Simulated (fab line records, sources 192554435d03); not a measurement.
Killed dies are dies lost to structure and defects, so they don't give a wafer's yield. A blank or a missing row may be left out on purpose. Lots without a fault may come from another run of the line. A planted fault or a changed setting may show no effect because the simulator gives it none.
One fault seen from 3 desks | flow n5_finfet | each desk has only its own numbers; what lay behind them comes last

THE METROLOGY DESK
What the gauges read, lot by lot, whatever tool the lot ran on: means of the sampled wafers that have a number. A lot is out of limits, marked OUT, if its mean lies more than 4 standard deviations from the usual mean; the brackets give that distance.
Columns: A = cd_nm at N5_BEOL_M11_CD_MEAS_11, usual 64.0 nm; B = M11_OVL at N5_BEOL_M11_OVL_MEAS_12, usual -0.2 nm
lot  | first seen here | A    | B
L147 | day 10 16:40    | 64.3 | -0.8
L151 | day 11 06:36    | 64.7 | 1.2
L153 | day 11 15:37    | 64.6 | 0.3
L157 | day 12 21:11    | 64.0 | -0.4
L165 | day 15 10:26    | 63.9 | 0.6
L168 | day 15 13:30    | 64.3 | -1.0
L169 | day 15 22:23    | 63.9 | -0.6
This desk's finding: nothing out of limits on any of the 7 lots.

THE TOOL OWNER'S DESK: rie_metal-03
The tool's own readings at N5_BEOL_M11_HM_OPEN_17 (chemistry Cl2/BCl3, target TiN, target depth 20 nm, overetch 6 nm): means of the sampled wafers that have a number, for each lot that ran on this tool. A lot is out of limits, marked OUT, if its mean lies more than 4 standard deviations from the usual mean; the brackets give that distance.
Columns: A = drypump_motor_current_A at N5_BEOL_M11_HM_OPEN_17, usual 5.8 A; B = oes_product_au at N5_BEOL_M11_HM_OPEN_17, usual 0.69 a.u.; C = rf_fwd_power_W at N5_BEOL_M11_HM_OPEN_17, usual 992 W; D = throttle_valve_pct at N5_BEOL_M11_HM_OPEN_17, usual 22.08 %
lot  | first seen here | A   | B    | C   | D
L151 | day 11 07:00    | 5.8 | 0.60 | 994 | 21.98
L153 | day 11 15:58    | 5.0 | 0.55 | 991 | 21.87
L157 | day 12 21:32    | 5.0 | 0.82 | 994 | 21.68
L165 | day 15 10:51    | 6.2 | 0.68 | 995 | 21.98
L169 | day 15 22:47    | 5.6 | 0.73 | 993 | 21.83
This desk's finding: nothing out of limits on any of the 5 lots.

THE DEFECT DESK
What the inspections along the route counted, lot by lot: means of the sampled wafers that have a number. A lot is out of limits, marked OUT, if its mean lies more than 4 standard deviations from the usual mean; the brackets give that distance.
Columns: A = raw_defect_count at N5_BEOL_M11_INSPECT_13, usual 405
lot  | first seen here | A
L147 | day 10 16:44    | 433
L151 | day 11 06:40    | 468
L153 | day 11 15:40    | 326
L157 | day 12 21:14    | 370
L165 | day 15 10:30    | 423
L168 | day 15 13:34    | 496
L169 | day 15 22:26    | 466
This desk's finding: nothing out of limits on any of the 7 lots.

PUT TOGETHER
The metrology desk saw nothing out of limits.
The tool owner's desk saw nothing out of limits.
The defect desk saw nothing out of limits.

WHAT THE SIMULATOR HAD PUT IN
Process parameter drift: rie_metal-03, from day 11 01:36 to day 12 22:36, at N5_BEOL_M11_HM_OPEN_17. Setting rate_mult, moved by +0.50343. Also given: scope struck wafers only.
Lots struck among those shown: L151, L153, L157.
